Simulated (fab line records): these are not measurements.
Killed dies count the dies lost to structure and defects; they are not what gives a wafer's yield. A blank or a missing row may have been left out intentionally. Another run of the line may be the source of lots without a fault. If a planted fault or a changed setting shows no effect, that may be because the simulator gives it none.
One fault through the eyes of 3 desks || flow n5-finfet || each desk has only its own numbers; what lay behind them comes last

METROLOGY DESK
What the gauges read for every lot (on any tool): the sampled wafers with a number, averaged. Marked OUT: a lot whose mean sits more than 4 standard deviations from the usual mean, which makes it out of limits; the brackets give that distance. It has 12 readings; the 7 that lie furthest out on some lot are the ones shown.
Columns: A = M0_CORE_OVL at N5_BEOL_M0_SAQP_OVL_MEAS_15, usual 0.2 nm; B = DIBL_N at N5_BEOL_M4_RC_MEAS_101, usual 36.5 mV/V; C = IOFF_P at N5_BEOL_M4_RC_MEAS_101, usual 0.219 nA/um; D = ION_N at N5_BEOL_M4_RC_MEAS_101, usual 675 uA/um; E = ION_P at N5_BEOL_M4_RC_MEAS_101, usual 464 uA/um; F = SS_P at N5_BEOL_M4_RC_MEAS_101, usual 73.4 mV/dec; G = VT_N at N5_BEOL_M4_RC_MEAS_101, usual 249.7 mV
{"lot": "L353", "first seen here": "day 5 15:11", "A": 0.7, "B": 37.0, "C": 0.209, "D": 673, "E": 462, "F": 72.9, "G": 250.1}
{"lot": "L354", "first seen here": "day 5 18:34", "A": -0.1, "B": 36.7, "C": 0.206, "D": 665, "E": 462, "F": 73.1, "G": 256.7}
{"lot": "L359", "first seen here": "day 6 23:42", "A": 2.0, "B": 34.5, "C": 0.180, "D": 671, "E": 460, "F": 72.4, "G": 250.5}
{"lot": "L361", "first seen here": "day 7 14:32", "A": -0.8, "B": 35.5, "C": 0.229, "D": 680, "E": 470, "F": 72.6, "G": 249.9}
{"lot": "L374", "first seen here": "day 10 17:55", "A": -1.3, "B": 35.3, "C": 0.178, "D": 664, "E": 453, "F": 73.7, "G": 252.3}
Result from this desk: across the 5 lots, nothing is out of limits.

AT THE TOOL OWNER'S DESK: rie-diel-04
The tool's own readings at N5_BEOL_M0_SAQP_DESCUM_19 (chemistry O2, time 7.9 s): means of the sampled wafers that have a number, for each lot that ran on this tool. Marked OUT: a lot whose mean sits more than 4 standard deviations from the usual mean, which makes it out of limits; the brackets give that distance.
Columns: A = drypump-motor-current-A at N5_BEOL_M0_SAQP_DESCUM_19, usual 5.9 A; B = oes-product-au at N5_BEOL_M0_SAQP_DESCUM_19, usual 0.80 a.u.; C = rf-fwd-power-W at N5_BEOL_M0_SAQP_DESCUM_19, usual 49.38 W; D = rf-vpp-V at N5_BEOL_M0_SAQP_DESCUM_19, usual 243.4 V; E = showerhead-plenum-p-Torr at N5_BEOL_M0_SAQP_DESCUM_19, usual 2.11 Torr; F = throttle-valve-pct at N5_BEOL_M0_SAQP_DESCUM_19, usual 20.4 %
{"lot": "L359", "first seen here": "day 6 23:47", "A": 6.1, "B": 0.72, "C": 49.31, "D": 242.6, "E": 2.05, "F": 20.7}
{"lot": "L361", "first seen here": "day 7 14:38", "A": 6.0, "B": 0.68, "C": 49.19, "D": 243.9, "E": 2.09, "F": 20.8}
{"lot": "L374", "first seen here": "day 10 18:45", "A": 5.6, "B": 0.74, "C": 49.38, "D": 243.8, "E": 2.09, "F": 20.4}
Result from this desk: across the 3 lots, nothing is out of limits.

THE DEFECT DESK
Lot by lot, what the route's inspections counted, given as the mean of those sampled wafers with a number. Marked OUT: a lot whose mean sits more than 4 standard deviations from the usual mean, which makes it out of limits; the brackets give that distance.
Columns: A = raw-defect-count at N5_BEOL_M0_SAQP_INSPECT_16, usual 512
{"lot": "L353", "first seen here": "day 5 15:14", "A": 424}
{"lot": "L354", "first seen here": "day 5 18:37", "A": 504}
{"lot": "L359", "first seen here": "day 6 23:45", "A": 558}
{"lot": "L361", "first seen here": "day 7 14:35", "A": 636}
{"lot": "L374", "first seen here": "day 10 17:58", "A": 445}
Result from this desk: across the 5 lots, nothing is out of limits.

TAKEN TOGETHER
Nothing out of limits was seen by the metrology desk.
The tool owner's desk saw nothing out of limits.
Nothing out of limits was seen by the defect desk.

WHAT THE SIMULATOR HAD INSERTED
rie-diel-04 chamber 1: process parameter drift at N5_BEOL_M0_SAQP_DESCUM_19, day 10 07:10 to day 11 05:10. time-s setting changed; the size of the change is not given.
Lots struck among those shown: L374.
